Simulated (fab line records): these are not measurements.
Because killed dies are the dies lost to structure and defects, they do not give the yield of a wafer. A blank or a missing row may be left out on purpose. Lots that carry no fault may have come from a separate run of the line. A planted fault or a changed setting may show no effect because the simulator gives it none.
fab line records	flow n5_finfet
record: lots: 5	wafers: 14	last_day: 17
route steps=1938 shown GATE_CUT@472 BEOL_M4@1111
lots with no fault: from the same line, run without faults
start_h: hours from the record's opening day to when the first of the lot's shown wafers began	wait_h: how many hours have passed since the lot's step before this one	" repeats the value in the row above	L1.1+2: several wafers, shown together as one row	- no value, or no start given	* or withheld: withheld	< > ~ a bound
route shown NAME@n: names a module that has steps shown in the file, with the first one's number in the route	usual: average and standard deviation across the fault-free wafers	same: alike in all rows	chamber/n: place in a boat	sites: the reading at each site	_std_site: standard deviation of those values	_edge_site: inner sites' mean taken away from outer sites' mean	radius_mm: for every site, how far away it sits from the centre of the wafer	mask NAME#n: copy n	behind: the most recent tool/chamber to have shaped the wafer	hold: reason for holding the lot/hours on hold/outcome of the hold	device: which transistor (n, p or np) failed to switch	end of line: at the end of the route, the tests of the same wafers	a step with no rows: only its recipe	killed: not the wafer's yield, but the dies lost to structure and defects at the first sort	map: a wafer's dies, x killed, . not, _ none there
set.NAME: the run value of the setting; set.NAME@STEP: its run value at that earlier step	model.NAME: the simulator's own value behind a step, which no gauge read
lots seen at some steps along the route; tables by step, rows by wafer
services: a tool's chamber out of use, with start hour (start_h, from the record's first day; less than 0 if before it), hours out, and reason
== steps ==
step: N5_GATE_CUT_SRD_32
recipe: time_s: 30	temp_c: 23	rinse_liquid: diw	dry: ipa_marangoni
step: N5_GATE_CUT_SAC_CAP_01
recipe: material: SiNx	target_thk_a: 240	temp_c: 400	ald_precursor_family: SiH2I2	ald_co_reactant: N2/H2-plasma	pulse_time_s: 1	ald_cycles: 480	purge_time_s: 2	co_reactant_purge_time_s: 2	pressure_torr: 2
step: N5_GATE_CUT_PECVD_57
recipe: material: SiNx	target_thk_a: 210	temp_c: 400	precursor: SiH4/NH3/N2	pressure_torr: 1.5	rf_w: 300
step: N5_GATE_CUT_CMP_02
recipe: stop_on: SiO2	t_overpolish_s: 12.7	post_cmp_clean: alkaline_brush	down_force_psi: 2.5	platen_rpm: 51.8	pad_velocity_m_s: 1.0307	target_thk_nm: 0
step: N5_GATE_CUT_HM_DEP_46
recipe: material: SiO2	target_thk_a: 1300	temp_c: 400	precursor: TEOS/O2	pressure_torr: 6.5	rf_w: 900	teos_flow_sccm: 161.4	gas: O2	flow_sccm: 2650	time_s: 26.6
step: N5_GATE_CUT_COAT_34
recipe: resist: SOC	temp_c: 250	time_s: 60	spin_rpm: 1500	resist_thk_nm: 60
step: N5_GATE_CUT_COAT_35
recipe: resist: SiARC	temp_c: 220	time_s: 60	spin_rpm: 1500	resist_thk_nm: 10
step: N5_GATE_CUT_COAT_27
recipe: resist: underlayer	temp_c: 205	time_s: 60	spin_rpm: 1500	resist_thk_nm: 10
step: N5_GATE_CUT_COAT_07
recipe: resist: CAR-EUV	spin_rpm: 1500	resist_thk_nm: 30
step: N5_GATE_CUT_EBR_09
recipe: solvent: PGMEA	ebr_width_mm: 1.5
step: N5_GATE_CUT_SOFTBAKE_08
recipe: temp_c: 110	time_s: 60	resist: CAR-EUV
step: N5_GATE_CUT_EXPOSE_10
recipe: mask_id: GATE_CUT	na: 0.33	source_shape: annular	sigma_inner: 0.35	sigma_outer: 0.8	polarization: unpolarized	target_cd_nm: 20	dose_mj: 43.25
usual: exposure_dose_mJ_cm2: 43.29/0.1	reticle_temp_C: 23.00/0.11
lot.wafer	tool	chamber	start_h	wait_h	mask	exposure_dose_mJ_cm2	reticle_temp_C
L399.1	euv_scanner-01	0	86.04	-	GATE_CUT#0	43.28	22.96
L399.4	"	0	"	"	GATE_CUT#0	43.23	22.97
L399.6	"	0	"	"	GATE_CUT#0	43.25	22.97
L401.1	euv_scanner-02	0	96.85	-	GATE_CUT#0	43.41	22.93
L401.2	"	0	"	"	GATE_CUT#0	43.36	22.95
L401.5	"	0	"	"	GATE_CUT#0	43.39	22.82
L412.2	euv_scanner-02	0	163.53	-	GATE_CUT#0	44.16	22.91
L412.3	"	0	"	"	GATE_CUT#0	44.15	22.92
L412.4	"	0	"	"	GATE_CUT#0	44.14	22.86
L416.1	euv_scanner-01	0	184.20	-	GATE_CUT#0	43.14	23.00
L416.5	"	0	"	"	GATE_CUT#0	43.12	22.92
L418.1	euv_scanner-01	0	197.43	-	GATE_CUT#0	43.17	22.96
L418.4	"	0	"	"	GATE_CUT#0	43.13	23.04
L418.6	"	0	"	"	GATE_CUT#0	43.14	22.78
step: N5_GATE_CUT_PEB_11
recipe: peb_temp_c: 100	peb_time_s: 60	resist: CAR-EUV
step: N5_GATE_CUT_DEVELOP_12
recipe: develop_time_s: 30	developer: TMAH	resist: CAR-EUV	rinse_liquid: surfactant_rinse	dry: air_spin	dev_temp_c: 23
step: N5_GATE_CUT_CD_MEAS_13
recipe: target_cd_nm: 20	landing_energy_ev: 500	detector: se_inlens
usual: cd_nm: 19.89/0.27
lot.wafer	tool	chamber	start_h	wait_h	cd_nm
L399.1	cd_sem-01	0	86.17	-	19.43
L399.4	"	0	"	"	19.68
L399.6	"	0	"	"	19.78
L401.1	cd_sem-02	0	96.99	-	20.01
L401.2	"	0	"	"	20.19
L401.5	"	0	"	"	20.21
L412.2	cd_sem-01	0	163.66	-	19.19
L412.3	"	0	"	"	18.57
L412.4	"	0	"	"	17.72
L416.1	cd_sem-01	0	184.33	-	19.80
L416.5	"	0	"	"	19.62
L418.1	cd_sem-03	0	197.56	-	19.53
L418.4	"	0	"	"	19.84
L418.6	"	0	"	"	19.87
step: N5_GATE_CUT_OVL_MEAS_14
recipe: points_per_wafer: 522
usual: GATE_CUT_OVL: -0.6/0.6
lot.wafer	tool	chamber	start_h	wait_h	GATE_CUT_OVL[nm]
L399.1	overlay-02	0	86.20	0.0	-1.0
L399.4	"	0	"	"	-1.3
L399.6	"	0	"	"	-1.3
L401.1	overlay-02	0	97.02	0.0	-0.3
L401.2	"	0	"	"	0.0
L401.5	"	0	"	"	-0.7
L412.2	overlay-01	0	163.69	0.0	-0.7
L412.3	"	0	"	"	-0.8
L412.4	"	0	"	"	-1.3
L416.1	overlay-02	0	184.36	0.0	-0.1
L416.5	"	0	"	"	0.6
L418.1	overlay-02	0	197.59	0.0	-1.5
L418.4	"	0	"	"	-0.5
L418.6	"	0	"	"	0.5
step: N5_GATE_CUT_INSPECT_15
recipe: mode: adi	inspect_instrument: brightfield
usual: raw_defect_count: 135/47
lot.wafer	tool	chamber	start_h	wait_h	raw_defect_count
L399.1	defect_inspect-01	-	86.26	0.1	155
L399.4	"	-	"	"	353
L399.6	"	-	"	"	201
L401.1	defect_inspect-01	-	97.08	0.1	157
L401.2	"	-	"	"	172
L401.5	"	-	"	"	155
L412.2	defect_inspect-01	-	163.75	0.0	270
L412.3	"	-	"	"	135
L412.4	"	-	"	"	258
L416.1	defect_inspect-01	-	184.42	0.1	83
L416.5	"	-	"	"	103
L418.1	defect_inspect-01	-	197.65	0.1	99
L418.4	"	-	"	"	184
L418.6	"	-	"	"	83
step: N5_GATE_CUT_DESCUM_18
recipe: chemistry: O2	time_s: 7	source_power_w: 50	bias_power_w: 20	pressure_mtorr: 20	rf_frequency_hz: 2.712e+07	temp_c: 40	resist: CAR-EUV	o2_flow_sccm: 225
usual: drypump_motor_current_A: 5.6/0.43	oes_product_au: 0.77/0.078	rf_vpp_V: 243.3/1.2	showerhead_plenum_p_Torr: 2.10/0.059	throttle_valve_pct: 20.44/0.2
lot.wafer	tool	chamber	start_h	wait_h	drypump_motor_current_A	oes_product_au	rf_hours_counter_h	rf_vpp_V	showerhead_plenum_p_Torr	throttle_valve_pct	model.GATE_CUT.cd_nm
L399.1	rie_diel-06	2	86.31	0.0	5.6	0.78	150	244.6	2.18	20.38	20
L399.4	"	3	"	"	5.6	0.74	157	243.9	2.19	20.58	20.2
L399.6	"	2	"	"	5.7	0.76	-	245.6	2.18	20.37	19.8
L401.1	rie_diel-06	0	97.58	0.5	5.2	0.84	88	243.1	2.03	20.57	20.2
L401.2	"	1	"	"	6.5	0.70	205	244.7	2.08	20.49	20.4
L401.5	"	3	"	"	5.6	0.74	-	245.0	2.19	20.60	20.2
L412.2	rie_diel-05	0	163.78	0.0	5.2	0.85	77	242.5	2.03	20.07	18.8
L412.3	"	2	"	"	6.2	0.85	55	242.5	2.13	20.14	18.8
L412.4	"	1	"	"	5.6	0.71	207	244.1	2.15	20.29	17.8
L416.1	rie_diel-06	3	184.76	0.3	5.7	0.72	183	244.0	2.18	20.64	19.8
L416.5	"	2	"	"	5.7	0.75	-	244.3	2.17	20.40	19.4
L418.1	rie_diel-02	1	197.90	0.3	5.6	0.84	51	242.2	2.03	20.39	19.8
L418.4	"	0	"	"	5.1	0.69	200	243.1	2.16	20.75	19.6
L418.6	"	3	"	"	5.6	0.95	-	242.1	2.04	20.09	20
step: N5_GATE_CUT_ETCH_28
recipe: chemistry: N2/H2	target: underlayer	target_depth_a: 130	mask_material: CAR-EUV	time_s: 10.4	ion_energy_ev: 200	pressure_mtorr: 30	source_w: 840	bias_w: 150	n2_flow_sccm: 200	h2_flow_sccm: 200	ends: cleared
usual: drypump_motor_current_A: 5.6/0.43	etch_rf_on_time_s: 10.39/0.29	oes_product_au: 0.66/0.064	rf_vpp_V: 524.1/2.1	showerhead_plenum_p_Torr: 2.55/0.065	throttle_valve_pct: 17.90/0.23
lot.wafer	tool	chamber	start_h	wait_h	drypump_motor_current_A	etch_rf_on_time_s	oes_product_au	rf_hours_counter_h	rf_vpp_V	showerhead_plenum_p_Torr	throttle_valve_pct
L399.1	rie_diel-06	2	86.35	0.0	5.7	10.53	0.65	150	526.6	2.65	17.92
L399.4	"	3	"	"	5.7	10.92	0.63	157	527.6	2.64	17.92
L399.6	"	2	"	"	5.6	10.47	0.66	-	525.0	2.65	17.92
L401.1	rie_diel-06	0	97.62	0.0	5.1	10.30	0.70	88	522.0	2.47	18.06
L401.2	"	1	"	"	6.5	10.29	0.60	205	525.0	2.54	18.06
L401.5	"	3	"	"	5.7	10.77	0.63	-	526.7	2.64	17.92
L412.2	rie_diel-05	0	163.81	0.0	5.2	10.15	0.73	77	521.4	2.45	17.26
L412.3	"	2	"	"	6.2	10.07	0.74	55	524.6	2.61	17.62
L412.4	"	1	"	"	5.6	9.93	0.63	207	526.0	2.63	17.82
L416.1	rie_diel-06	3	184.79	0.0	5.7	10.67	0.62	183	526.3	2.63	17.96
L416.5	"	2	"	"	5.6	10.25	0.65	-	526.3	2.64	17.97
L418.1	rie_diel-02	1	197.94	0.0	5.6	10.75	0.71	51	521.7	2.49	17.90
L418.4	"	0	"	"	5.1	10.70	0.60	200	527.1	2.61	18.18
L418.6	"	3	"	"	5.6	10.04	0.81	-	523.2	2.51	17.75
step: N5_GATE_CUT_ETCH_36
recipe: chemistry: CF4	target: SiARC	target_depth_a: 130	mask_material: CAR-EUV	time_s: 21.7	ion_energy_ev: 80	pressure_mtorr: 40	source_w: 545	bias_w: 36	Ar_flow_sccm: 100	cf4_flow_sccm: 100	ends: cleared
step: N5_GATE_CUT_ETCH_37
recipe: chemistry: N2/H2	target: SOC	target_depth_a: 600	overetch_a: 120	mask_material: SiARC	temp_c: 40	time_s: 90	ion_energy_ev: 200	pressure_mtorr: 30	source_w: 840	bias_w: 150	n2_flow_sccm: 200	h2_flow_sccm: 200
usual: drypump_motor_current_A: 5.6/0.43	oes_product_au: 0.69/0.065	rf_vpp_V: 524.0/2.1	showerhead_plenum_p_Torr: 2.55/0.064	throttle_valve_pct: 17.88/0.23
lot.wafer	tool	chamber	start_h	wait_h	drypump_motor_current_A	oes_product_au	rf_hours_counter_h	rf_vpp_V	showerhead_plenum_p_Torr	throttle_valve_pct
L399.1	rie_diel-06	2	86.39	0.0	5.7	0.68	150	527.5	2.65	17.90
L399.4	"	3	"	"	5.7	0.67	157	527.3	2.64	17.89
L399.6	"	2	"	"	5.6	0.69	-	526.5	2.65	17.90
L401.1	rie_diel-06	0	97.66	0.0	5.2	0.73	88	520.3	2.47	18.04
L401.2	"	1	"	"	6.6	0.63	205	523.8	2.54	18.04
L401.5	"	3	"	"	5.7	0.67	-	526.1	2.64	17.91
L412.2	rie_diel-05	0	163.86	0.0	5.2	0.76	77	522.7	2.45	17.24
L412.3	"	2	"	"	6.2	0.76	55	525.3	2.61	17.56
L412.4	"	1	"	"	5.6	0.64	208	527.2	2.63	17.75
L416.1	rie_diel-06	3	184.84	0.0	5.7	0.65	183	526.4	2.63	17.93
L416.5	"	2	"	"	5.7	0.67	-	527.8	2.64	17.95
L418.1	rie_diel-02	1	197.98	0.0	5.6	0.75	51	523.0	2.49	17.87
L418.4	"	0	"	"	5.1	0.64	200	526.2	2.61	18.15
L418.6	"	3	"	"	5.6	0.85	-	522.1	2.51	17.71
step: N5_GATE_CUT_STRIP_38
recipe: chemistry: N2/H2	temp_c: 40	n2_flow_sccm: 200	h2_flow_sccm: 200	rf_frequency_hz: 6e+07
step: N5_GATE_CUT_STRIP_39
recipe: chemistry: N2/H2	temp_c: 40	n2_flow_sccm: 200	h2_flow_sccm: 200	rf_frequency_hz: 6e+07
step: N5_GATE_CUT_HM_OPEN_40
recipe: chemistry: C4F6/O2	target: SiO2	mask_material: SiARC	target_depth_a: 1390	time_s: 85.1	ion_energy_ev: 250	pressure_mtorr: 30	source_w: 345	bias_w: 185	Ar_flow_sccm: 300	C4F6_flow_sccm: 10	O2_flow_sccm: 10	ends: cleared
step: N5_GATE_CUT_STRIP_41
recipe: chemistry: CF4	resist: SiARC	power_w: 300	bias_power_w: 75	pressure_mtorr: 50	cf4_flow_sccm: 150	rf_frequency_hz: 6e+07
usual: drypump_motor_current_A: 5.6/0.42	oes_product_au: 0.179/0.017	power_w: 299.9/0.87	rf_vpp_V: 271.3/1.3	showerhead_plenum_p_Torr: 1.80/0.046	throttle_valve_pct: 13.63/0.23
lot.wafer	tool	chamber	start_h	wait_h	drypump_motor_current_A	oes_product_au	power_w	rf_hours_counter_h	rf_vpp_V	showerhead_plenum_p_Torr	throttle_valve_pct
L399.1	rie_diel-06	2	86.54	0.0	5.7	0.185	300.8	150	272.9	1.86	13.53
L399.4	"	3	"	"	5.6	0.178	298.4	157	272.8	1.87	13.74
L399.6	"	2	"	"	5.6	0.180	301.3	-	272.8	1.86	13.52
L401.1	rie_diel-06	0	97.81	0.0	5.1	0.187	301.8	88	270.3	1.74	13.68
L401.2	"	1	"	"	6.5	0.160	298.9	205	270.7	1.79	13.73
L401.5	"	3	"	"	5.6	0.170	299.2	-	271.9	1.87	13.72
L412.2	rie_diel-05	0	164.01	0.0	5.2	0.199	301.2	77	270.5	1.74	13.22
L412.3	"	2	"	"	6.2	0.195	298.8	56	272.8	1.80	13.13
L412.4	"	1	"	"	5.6	0.162	299.4	208	272.6	1.85	13.65
L416.1	rie_diel-06	3	184.98	0.0	5.6	0.173	298.9	183	272.6	1.86	13.80
L416.5	"	2	"	"	5.7	0.172	301.3	-	272.5	1.86	13.61
L418.1	rie_diel-02	1	198.13	0.0	5.6	0.197	299.8	51	268.9	1.76	13.65
L418.4	"	0	"	"	5.1	0.158	300.2	201	273.0	1.86	13.96
L418.6	"	3	"	"	5.6	0.218	300.4	-	269.8	1.75	13.19
step: N5_GATE_CUT_STRIP_42
recipe: chemistry: O2	power_w: 400	temp_c: 40	pressure_mtorr: 30	rf_frequency_hz: 6e+07	bias_power_w: 0	overash_fraction: 0.3	o2_flow_sccm: 225
step: N5_GATE_CUT_ETCH_19
recipe: chemistry: CH3F/O2	target: SiNx	mask_material: SiO2	target_depth_a: 537	time_s: 76.7	pressure_mtorr: 30	source_w: 395	bias_w: 73	Ar_flow_sccm: 150	CH3F_flow_sccm: 30	O2_flow_sccm: 20	ion_energy_ev: 120	ends: cleared
step: N5_GATE_CUT_CUT_ETCH_53
recipe: chemistry: SF6/Cl2	target: W	mask_material: SiO2	target_depth_a: 792	pressure_mtorr: 8	icp_w: 900	bias_w: 80	SF6_flow_sccm: 40	Cl2_flow_sccm: 60	ends: cleared
usual: drypump_motor_current_A: 5.4/0.5	etch_rf_on_time_s: 25.9/0.59	oes_product_au: 0.64/0.08	throttle_valve_pct: 28.68/0.23
lot.wafer	tool	chamber	start_h	wait_h	drypump_motor_current_A	etch_rf_on_time_s	oes_product_au	rf_hours_counter_h	throttle_valve_pct
L399.1	rie_metal-01	1	86.71	0.1	5.9	24.9	0.79	18	28.87
L399.4	"	1	"	"	5.9	25.0	0.79	-	28.87
L399.6	"	0	"	"	4.8	25.9	0.57	-	28.48
L401.1	rie_metal-01	1	97.97	0.1	5.8	25.2	0.78	19	28.87
L401.2	"	0	"	"	4.8	26.0	0.57	115	28.49
L401.5	"	0	"	"	4.8	25.9	0.57	-	28.48
L412.2	rie_metal-03	0	164.17	0.1	6.2	26.9	0.63	74	29.19
L412.3	"	0	"	"	6.2	27.0	0.62	-	29.18
L412.4	"	1	"	"	4.9	26.2	0.56	-	28.45
L416.1	rie_metal-03	1	185.16	0.1	4.9	26.1	0.56	120	28.42
L416.5	"	1	"	"	4.9	26.0	0.56	-	28.44
L418.1	rie_metal-02	0	198.30	0.1	5.8	25.9	0.59	99	28.68
L418.4	"	1	"	"	5.5	26.2	0.67	-	28.55
L418.6	"	1	"	"	5.5	26.0	0.67	-	28.56
step: N5_GATE_CUT_CUT_ETCH_54
recipe: chemistry: Cl2/BCl3	target: TiN	mask_material: SiO2	target_depth_a: 967	pressure_mtorr: 10	icp_w: 1000	bias_w: 126	Cl2_flow_sccm: 53.25	bcl3_flow_sccm: 21.75	Ar_flow_sccm: 25	ends: cleared
step: N5_GATE_CUT_CUT_ETCH_55
recipe: chemistry: BCl3	target: HfO2	mask_material: SiO2	target_depth_a: 32	ion_energy_ev: 30	pressure_mtorr: 5	icp_w: 450	bias_w: 18	bcl3_flow_sccm: 80
usual: drypump_motor_current_A: 5.4/0.5	oes_product_au: 0.70/0.086	throttle_valve_pct: 32.8/0.5
lot.wafer	tool	chamber	start_h	wait_h	drypump_motor_current_A	oes_product_au	rf_hours_counter_h	throttle_valve_pct
L399.1	rie_metal-01	1	86.83	0.0	5.8	0.86	18	33.5
L399.4	"	1	"	"	5.8	0.86	-	33.5
L399.6	"	0	"	"	4.8	0.62	-	32.5
L401.1	rie_metal-01	1	98.09	0.0	5.9	0.85	19	33.5
L401.2	"	0	"	"	4.8	0.62	115	32.5
L401.5	"	0	"	"	4.8	0.62	-	32.4
L412.2	rie_metal-03	0	164.29	0.0	6.1	0.70	74	33.7
L412.3	"	0	"	"	6.2	0.71	-	33.8
L412.4	"	1	"	"	4.9	0.62	-	32.4
L416.1	rie_metal-03	1	185.28	0.0	4.9	0.62	120	32.4
L416.5	"	1	"	"	4.9	0.62	-	32.3
L418.1	rie_metal-02	0	198.42	0.0	5.8	0.65	99	32.8
L418.4	"	1	"	"	5.4	0.74	-	32.5
L418.6	"	1	"	"	5.4	0.75	-	32.5
step: N5_GATE_CUT_ETCH_47
recipe: chemistry: Cl2/BCl3	target: SiO2	target_depth_a: 100	pressure_mtorr: 10	icp_w: 1000	bias_w: 126	Cl2_flow_sccm: 53.25	bcl3_flow_sccm: 21.75	Ar_flow_sccm: 25
usual: drypump_motor_current_A: 5.4/0.5	oes_product_au: 0.70/0.086	throttle_valve_pct: 22.63/0.16
lot.wafer	tool	chamber	start_h	wait_h	drypump_motor_current_A	oes_product_au	rf_hours_counter_h	throttle_valve_pct	model.GATE_CUT.cd_nm
L399.1	rie_metal-01	1	86.86	0.0	5.8	0.87	18	22.67	19.8
L399.4	"	1	"	"	5.8	0.86	-	22.66	20.2
L399.6	"	0	"	"	4.7	0.62	-	22.52	19.8
L401.1	rie_metal-01	1	98.12	0.0	5.8	0.85	19	22.67	20.6
L401.2	"	0	"	"	4.8	0.63	115	22.51	20.4
L401.5	"	0	"	"	4.8	0.62	-	22.53	20.4
L412.2	rie_metal-03	0	164.32	0.0	6.1	0.70	74	23.06	19.6
L412.3	"	0	"	"	6.1	0.70	-	23.05	19.6
L412.4	"	1	"	"	4.9	0.61	-	22.54	18.4
L416.1	rie_metal-03	1	185.31	0.0	4.9	0.62	120	22.56	20
L416.5	"	1	"	"	4.9	0.62	-	22.56	19.8
L418.1	rie_metal-02	0	198.45	0.0	5.8	0.66	99	22.64	20.2
L418.4	"	1	"	"	5.5	0.76	-	22.51	19.8
L418.6	"	1	"	"	5.5	0.75	-	22.51	20.2
step: N5_GATE_CUT_VAPOR_ETCH_48
recipe: chemistry: BCl3/Cl2	target: TiN	mode: isotropic
step: N5_BEOL_M4_RC_MEAS_101
usual: DIBL_N: 36.5/1.9	DIBL_P: 36.4/2.2	IOFF_N: 0.17/0.034	IOFF_P: 0.21/0.036	ION_N: 678/12	ION_P: 462/7.1	SS_N: 71.7/0.61	SS_P: 73.4/0.71	VT_N: 249/3.5	VT_P: -251/3
lot.wafer	tool	chamber	start_h	wait_h	DIBL_N[mV/V]	DIBL_P[mV/V]	IOFF_N[nA/um]	IOFF_P[nA/um]	ION_N[uA/um]	ION_P[uA/um]	SS_N[mV/dec]	SS_P[mV/dec]	VT_N[mV]	VT_P[mV]
L399.1	prober-01	0	185.69	0.0	37.4	36.8	0.19	0.22	689	459	72.2	74.1	246	-253
L399.4	"	0	"	"	35.6	35.5	0.15	0.20	672	459	71.5	73.1	252	-252
L399.6	"	0	"	"	36.9	37.2	0.17	0.23	681	462	71.7	73.8	249	-251
L401.1	prober-02	0	204.20	0.0	40.9	40.2	0.25	0.27	689	463	71.9	74.5	244	-248
L401.2	"	0	"	"	36.2	34.5	0.14	0.18	667	456	71.7	72.2	250	-254
L401.5	"	0	"	"	37.3	37.4	0.17	0.21	678	456	71.7	73.2	248	-253
L412.2	prober-01	0	289.64	0.2	39.4	39.8	0.20	0.22	678	455	72.7	74.0	248	-254
L412.3	"	0	"	"	39.5	40.4	0.22	0.25	705	469	71.9	74.3	245	-252
L418.1	prober-01	0	297.96	0.0	38.3	40.4	0.22	0.26	690	464	72.9	74.2	246	-249
L418.4	"	0	"	"	39.2	41.2	0.25	0.26	698	466	73.2	74.2	243	-249
L418.6	"	0	"	"	37.7	39.8	0.20	0.23	685	468	73.0	73.7	248	-250
L416.1	prober-01	0	299.84	0.0	38.4	39.3	0.20	0.25	689	470	71.7	73.9	244	-248
L416.5	"	0	"	"	36.3	37.2	0.17	0.21	699	473	71.5	72.8	248	-250
== services ==
tool	chamber	start_h	hours	kind
rie_metal-01	1	72.14	4.7	repair
euv_scanner-02	-	75.22	1.0	pm
euv_scanner-01	-	90.47	1.0	pm
rie_metal-03	1	93.27	4.2	repair
rie_diel-06	-	95.50	1.1	repair
rie_diel-02	0	110.40	10.7	repair
euv_scanner-02	-	131.37	1.0	pm
rie_diel-02	-	134.86	0.7	repair
rie_metal-03	1	139.92	7.6	repair
rie_metal-03	0	143.97	12.3	repair
euv_scanner-01	-	146.62	1.0	pm
rie_diel-02	3	147.66	-	clean
rie_diel-02	3	147.66	-	consumable_replace:focus_ring
rie_diel-02	3	147.66	33.6	scheduled_down
rie_diel-02	3	147.66	33.6	vent_cycle
euv_scanner-02	-	147.81	3.5	repair
euv_scanner-02	-	187.52	1.0	pm
rie_metal-01	-	188.36	28.1	pm
euv_scanner-02	-	190.04	4.6	pm
euv_scanner-02	-	196.55	0.1	repair
== key ==
first_sign: step: N5_GATE_CUT_EXPOSE_10	reading: exposure_dose_mJ_cm2	direction: up	sigmas: 8.4	usual: 43.29	struck: 44.15
effect: step: N5_GATE_CUT_CD_MEAS_13	reading: cd_nm	direction: down	sigmas: 5.2	usual: 19.89	struck: 18.49	through: control_loop
model_effect: step: N5_GATE_CUT_DESCUM_18	value: GATE_CUT.cd_nm	without: 19.67	struck: 18.47
model_effect: step: N5_GATE_CUT_ETCH_47	value: GATE_CUT.cd_nm	without: 20.47	struck: 19.2
met_at N5_GATE_CUT_EXPOSE_10
struck_wafers L412.2,L412.3,L412.4
later_rows_left_out L412.4
sort_left_out L412.2,L412.3,L412.4
loop_trim: step: N5_GATE_CUT_EXPOSE_10	setting: dose	lots: L412
onset_between 96.85 163.53
fault: kind: process_parameter_drift	tool: euv_scanner-02	chamber: -	onset_h: 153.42	steps: N5_GATE_CUT_EXPOSE_10	channel: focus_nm	offset: 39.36	spread_by_wafer: 0.3	shape: step	end_h: 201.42
sort_left_out: the simulated sort isn't trusted on such a fault, so these wafers' sort isn't shown, and their yield isn't known
later_rows_left_out: the simulator's readings of these wafers behind a module that went badly wrong aren't trusted and aren't shown, but for the sort
loop_trim: a control loop set the setting to another value than it would have without faults
